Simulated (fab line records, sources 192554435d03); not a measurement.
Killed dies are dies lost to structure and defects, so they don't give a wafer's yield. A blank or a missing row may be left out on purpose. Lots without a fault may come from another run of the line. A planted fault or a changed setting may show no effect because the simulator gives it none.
Split-lot experiment | flow n5_finfet | 7 lots, 21 wafers read, on a route of 1938 steps

THE SPLIT
At N5_SDB_ETCH_25 (etches SiO2 in C4F6/O2, target depth 10 nm, time 3.3 s), the setting time_s was moved away from the recipe's 3.3 s on 11 of the 21 wafers read, by -16.7% to +12.6%. The other wafers ran this setting at the recipe's value.

The reading is taken at the split's own step.

THE READING
etch.depth_nm (the simulator's own value, which no gauge read), in nm, at N5_SDB_ETCH_25 (etches SiO2 in C4F6/O2, target depth 10 nm, time 3.3 s). The file gives no usual value for it. The 10 wafers here that ran the recipe average 10.013 nm, standard deviation 0.11 nm.

wafer  | tool, chamber at the split | time_s as run, s | against the recipe | etch.depth_nm, nm | against lot-mates on the recipe
L075.4 | rie_diel-03, 3             | 3.3              | recipe             | 9.811             | -
L075.5 | rie_diel-03, 2             | 3.3              | recipe             | 10.11             | -
L075.6 | rie_diel-03, 0             | 2.987            | -9.5%              | 9.034             | -0.926
L080.2 | rie_diel-03, 1             | 2.832            | -14.2%             | 8.52              | -1.377
L080.4 | rie_diel-03, 0             | 2.832            | -14.2%             | 8.436             | -1.461
L080.6 | rie_diel-03, 0             | 3.3              | recipe             | 9.897             | -
L087.1 | rie_diel-01, 1             | 2.75             | -16.7%             | 8.471             | -1.599
L087.2 | rie_diel-01, 0             | 3.3              | recipe             | 10.07             | -
L087.5 | rie_diel-01, 1             | 2.75             | -16.7%             | 8.434             | -1.636
L091.1 | rie_diel-03, 3             | 3.716            | +12.6%             | 10.94             | no lot-mate on the recipe
L091.3 | rie_diel-03, 0             | 3.716            | +12.6%             | 11.11             | no lot-mate on the recipe
L091.5 | rie_diel-03, 1             | 3.716            | +12.6%             | 11.19             | no lot-mate on the recipe
L092.2 | rie_diel-06, 0             | 3.3              | recipe             | 9.964             | -
L092.3 | rie_diel-06, 3             | 2.927            | -11.3%             | 8.991             | -0.973
L092.4 | rie_diel-06, 1             | 2.927            | -11.3%             | 8.92              | -1.044
L095.1 | rie_diel-06, 2             | 3.3              | recipe             | 9.922             | -
L095.4 | rie_diel-06, 0             | 3.3              | recipe             | 9.995             | -
L095.6 | rie_diel-06, 3             | 3.3              | recipe             | 10.2              | -
L096.1 | rie_diel-01, 2             | 2.812            | -14.8%             | 8.526             | -1.554
L096.2 | rie_diel-01, 0,3           | 3.3              | recipe             | 10.08             | -
L096.5 | rie_diel-01, 0,3           | 3.3              | recipe             | 10.08             | -
Where a row lists several chambers, the file gives one row for several wafers and doesn't say which wafer went through which chamber.

THE FIT
A straight line over all 21 wafers: etch.depth_nm changes by +0.0941 nm for each +1% of time_s; r = +0.99; the points scatter about the line by 0.12 nm.
The same after taking each lot's own level away (the mean of its wafers on the recipe; 18 wafers): +0.098 nm for each +1%; r = +0.99; scatter 0.089 nm.
On that fit, the largest move of time_s shifts the reading by 1.6 nm.
The lots' own levels span 9.8970 to 10.0800 nm, that is 1.7 times the standard deviation above.
So the lot-to-lot level changes the slope little: the two slopes agree.
Check: with one of the wafers moved furthest among these (-16.7%) left out of the fit, the line predicts -1.64 nm for it against its lot-mates. It came out at -1.6 nm against them.

OTHER SPLITS ON THESE WAFERS
These wafers also went through other splits before the reading. Each is held against what the fit with the lots' levels taken away leaves over:
other split on the same wafers          | wafers away from the commonest value | r with etch.depth_nm (lot level and that fit taken away)
N5_ZERO_LAYER_PECVD_02 time_s           | 8                                    | -0.16
N5_ZERO_LAYER_COAT_05 spin_rpm          | 5                                    | +0.08
N5_ZERO_LAYER_EXPOSE_08 dose_mj         | 7                                    | +0.16
N5_ZERO_LAYER_DEVELOP_10 develop_time_s | 8                                    | -0.22
N5_FIN_SAQP_MANDREL_ETCH_22 icp_w       | 5                                    | -0.09
N5_FIN_SAQP_SPACER1_ALD_24 ald_cycles   | 4                                    | -0.08
N5_DUMMY_GATE_COAT_28 spin_rpm          | 8                                    | -0.20
N5_SD_EPI_P_COAT_34 spin_rpm            | 3                                    | +0.41
N5_SD_EPI_P_EPI_21 epi_growth_time_s    | 8                                    | +0.20

THE FILE'S OWN FIT
etch.depth_nm changes by +0.0987 nm for each +1% of time_s, r = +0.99.
